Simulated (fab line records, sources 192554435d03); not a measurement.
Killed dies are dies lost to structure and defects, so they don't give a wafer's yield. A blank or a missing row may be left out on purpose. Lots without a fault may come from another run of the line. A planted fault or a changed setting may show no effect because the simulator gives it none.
A struck lot beside a sound one | flow n5_finfet | 16 steps out of a route of 1938
Sound: wafers L133.1, L133.3, L133.5. Struck: wafer L139.3. (L139.6 of the same lot was not struck and is left out.) The cause comes at the end.
At each step with rows: each side's tool, then ch and its chambers, then its first start. Under that, the readings that differ: sound wafers | struck wafers | difference of the means | sigmas: that difference in standard deviations of wafers without a fault.
alike: readings whose means differ by less than 2 such deviations, and words and numbers that are the same on both sides. not compared: withheld readings, readings that some wafer has no value for, bounds like >300 that may hide the same value, and numbers for which the record gives no deviation and whose values overlap.
The two part at a step that has a row with sigmas, a row that says differs or no value, or rows on one side only. Numbers that don't overlap but have no deviation are shown without sigmas and don't part them. A reading that every wafer of one side lacks parts them only if that side has two wafers or more.

N5_BEOL_M1_DESCUM_16: chemistry O2, time 7 s.
  sound on rie_diel-06 ch 0,3, day 7 06:40; struck on rie_diel-02 ch 2, day 9 16:38
  reading                         | sound             | struck | difference | sigmas
  rf_vpp_V (V)                    | 241.7 242.4 241.3 | 247.1  | +5.3       | +3
  showerhead_plenum_p_Torr (Torr) | 2.04 2.05 2.04    | 2.23   | +0.19      | +2
  alike: drypump_motor_current_A, oes_product_au, throttle_valve_pct
  not compared: rf_hours_counter_h
N5_BEOL_M1_ETCH_74: etches underlayer in N2/H2, target depth 6.5 nm, time 5.2 s.
  sound on rie_diel-06 ch 0,3, day 7 06:43; struck on rie_diel-02 ch 2, day 9 16:41
  reading                         | sound          | struck | difference | sigmas
  showerhead_plenum_p_Torr (Torr) | 2.52 2.49 2.52 | 2.71   | +0.20      | +2
  alike: drypump_motor_current_A, etch_rf_on_time_s, oes_product_au, rf_vpp_V, throttle_valve_pct
  not compared: rf_hours_counter_h
N5_BEOL_M1_ETCH_63: etches SiARC in CF4, target depth 15.6 nm, time 26 s.
  sound on rie_diel-06 ch 0,3, day 7 06:43; struck on rie_diel-02 ch 2, day 9 16:41
  alike: cf4_flow_sccm, drypump_motor_current_A, etch_rf_on_time_s, oes_product_au, rf_vpp_V, showerhead_plenum_p_Torr, throttle_valve_pct
  not compared: rf_hours_counter_h
then, 4 steps without rows for these wafers: N5_BEOL_M1_ETCH_64 (etches SOC in N2/H2, target depth 75 nm, overetch 15 nm, time 112.5 s); N5_BEOL_M1_STRIP_65 (strips in N2/H2); N5_BEOL_M1_STRIP_75 (strips in N2/H2); N5_BEOL_M1_STRIP_66 (strips in CF4).
N5_BEOL_M1_HM_OPEN_17: chemistry Cl2/BCl3, target TiN, target depth 20 nm, overetch 6 nm.
  sound on rie_metal-03 ch 0,1, day 7 06:55; struck on rie_metal-03 ch 1, day 9 16:55
  alike: drypump_motor_current_A, oes_product_au, throttle_valve_pct
  not compared: rf_hours_counter_h
N5_BEOL_M1_STRIP_19: strips in O2.
  sound on rie_diel-02 ch 0,1,2, day 7 07:02; struck on rie_diel-06 ch 0, day 9 17:08
  alike: drypump_motor_current_A, oes_product_au, rf_vpp_V, showerhead_plenum_p_Torr, throttle_valve_pct
  not compared: rf_hours_counter_h
N5_BEOL_M1_CD_MEAS_18: pitch 36 nm, target cd 18 nm.
  sound on cd_sem-01, day 7 07:06; struck on cd_sem-02, day 9 17:13
  alike: cd_nm
then, 2 steps without rows for these wafers: N5_BEOL_M1_COAT_67 (time 60 s, resist thk 60 nm); N5_BEOL_M1_COAT_68 (time 60 s, resist thk 12 nm).
N5_BEOL_M1_COAT_76: time 60 s, resist thk 5 nm.
  sound on litho_track-04 ch 0, day 7 07:08; struck on litho_track-04 ch 0, day 9 17:15
  reading                | sound             | struck | difference | sigmas
  resist_line_temp_C (C) | 22.91 22.90 22.91 | 23.13  | +0.22      | +2
  run_length_s (s)       | 66.56 66.29 66.20 | 83.36  | +17.01     | +81
  alike: spin_speed_rpm
then, 1 step without rows for these wafers: N5_BEOL_M1_COAT_22 (resist thk 30 nm).
N5_BEOL_M4_RC_MEAS_101:
  sound on prober-01 ch 0, day 8 17:49; struck on prober-02 ch 0, day 11 05:58
  reading       | sound          | struck | difference | sigmas
  DIBL_N (mV/V) | 39.6 38.9 39.4 | 33.9   | -5.4       | -2
  DIBL_P (mV/V) | 39.1 37.5 39.6 | 33.5   | -5.2       | -2
  alike: IOFF_N, IOFF_P, ION_N, ION_P, SS_N, SS_P, VT_N, VT_P
-- the record jumps here: 5 days lie between the struck wafers' starts before and after (it left off in module BEOL_M4 and takes up again in module PASSIVATION, whose first step shown is number 1936 of the route) --
N5_PASSIVATION_PROBE_49:
  sound on prober-01, day 12 11:48; struck on prober-01, day 16 11:40
  reading         | sound  | struck | difference | sigmas
  killed_at_M4_up | 5 9 10 | 19     | +11        | +2
  alike: defect_limited_yield, killed_at_M0_to_M3, killed_at_contacts, killed_at_front_end, killed_at_other, killed_dies, killed_on_rim, killed_open, killed_short, sort_bin_5_function, sort_bin_6_memory, sort_n_pass, sort_yield_pct

WHERE THEY PART
First at N5_BEOL_M1_DESCUM_16; last, within this record, at N5_PASSIVATION_PROBE_49.

WHY: what the simulator had put in
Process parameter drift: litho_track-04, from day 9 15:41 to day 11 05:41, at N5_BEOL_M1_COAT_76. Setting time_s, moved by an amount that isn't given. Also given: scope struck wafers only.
